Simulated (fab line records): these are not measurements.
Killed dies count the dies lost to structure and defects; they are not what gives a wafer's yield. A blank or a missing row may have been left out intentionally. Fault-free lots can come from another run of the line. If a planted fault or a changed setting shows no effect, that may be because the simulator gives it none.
Chamber matching | flow n5Finfet | rieDiel-05 running N5_DUMMY_GATE_ETCH_37: 4 sister chambers
The step etches SOC in N2/H2, target depth 60 nm, overetch 30 nm. 22 wafers are shown with their chamber, then 11 later ones without.

WAFERS PAIRED WITH THEIR CHAMBERS
wafer  | chamber | drypumpMotorCurrentA (A) | showerheadPlenumPTorr (Torr) | throttleValvePct (%)
L074.1 | 2       | 5.1                      | 2.39                         | 18.15
L074.3 | 0       | 5.8                      | 2.71                         | 17.61
L074.5 | 0       | 5.8                      | 2.71                         | 17.59
L076.1 | 1       | 5.6                      | 2.70                         | 17.78
L076.4 | 2       | 5.0                      | 2.39                         | 18.16
L076.6 | 0       | 5.8                      | 2.71                         | 17.63
L078.2 | 1       | 5.6                      | 2.70                         | 17.80
L078.4 | 2       | 5.0                      | 2.39                         | 18.18
L078.6 | 2       | 5.1                      | 2.39                         | 18.16
L079.2 | 2       | 5.0                      | 2.39                         | 18.17
L079.3 | 3       | 6.1                      | 2.48                         | 17.37
L079.5 | 2       | 5.0                      | 2.39                         | 18.16
L080.1 | 2       | 5.0                      | 2.39                         | 18.18
L080.3 | 3       | 6.1                      | 2.48                         | 17.36
L080.5 | 2       | 5.0                      | 2.39                         | 18.19
L084.2 | 2       | 5.0                      | 2.38                         | 18.20
L084.5 | 1       | 5.6                      | 2.70                         | 17.80
L084.6 | 2       | 5.0                      | 2.38                         | 18.19
L087.2 | 3       | 6.1                      | 2.47                         | 17.40
L087.3 | 0       | 5.8                      | 2.70                         | 17.65
L087.6 | 3       | 6.1                      | 2.47                         | 17.40
L088.2 | 1       | 5.6                      | 2.69                         | 17.81

SIGNATURES (means of the wafers above)
reading               | chamber 0 | chamber 1 | chamber 2 | chamber 3 | scatter within a chamber
drypumpMotorCurrentA  | 5.800     | 5.600     | 5.020     | 6.100     | 0.0298
showerheadPlenumPTorr | 2.7075    | 2.6975    | 2.3880    | 2.4750    | 0.00477
throttleValvePct      | 17.6200   | 17.7975   | 18.1740   | 17.3825   | 0.0185
Rule: for each reading, subtract the chamber's mean from the wafer's reading, divide by that reading's scatter and square the result; add these up over the readings and take the root, which gives the wafer's distance from the chamber. If the next closest chamber is less than 2 further off than the closest, the wafer can't be placed; otherwise it belongs to the closest. The scatter: take each reading less its chamber's mean, square it, sum over the shown wafers, divide by the number of wafers less the number of chambers, and take the root.

WAFERS WITH NO CHAMBER GIVEN
wafer  | drypumpMotorCurrentA (A) | showerheadPlenumPTorr (Torr) | throttleValvePct (%)
L088.3 | 5.8                      | 2.70                         | 17.65
L088.4 | 6.1                      | 2.47                         | 17.39
L092.3 | 5.0                      | 2.70                         | 17.78
L092.5 | 6.2                      | 2.47                         | 17.40
L092.6 | 5.0                      | 2.70                         | 17.78
L094.3 | 5.0                      | 2.70                         | 17.80
L094.5 | 5.6                      | 2.69                         | 17.85
L094.6 | 5.0                      | 2.70                         | 17.80
L096.1 | 5.1                      | 2.70                         | 17.79
L096.2 | 5.6                      | 2.69                         | 17.85
L096.5 | 5.6                      | 2.69                         | 17.85

THE CHAMBER EACH PASSED THROUGH
wafer  | from the rows above | in truth
L088.3 | 0                   | 0
L088.4 | 3                   | 3
L092.3 | 1                   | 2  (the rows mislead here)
L092.5 | 3                   | 3
L092.6 | 1                   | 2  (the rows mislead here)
L094.3 | 1                   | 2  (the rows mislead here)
L094.5 | 1                   | 1
L094.6 | 1                   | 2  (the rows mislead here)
L096.1 | 1                   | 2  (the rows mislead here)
L096.2 | 1                   | 1
L096.5 | 1                   | 1
Correctly placed: 6 of 11. From these rows, 0 cannot be placed. 5 placed wrongly.
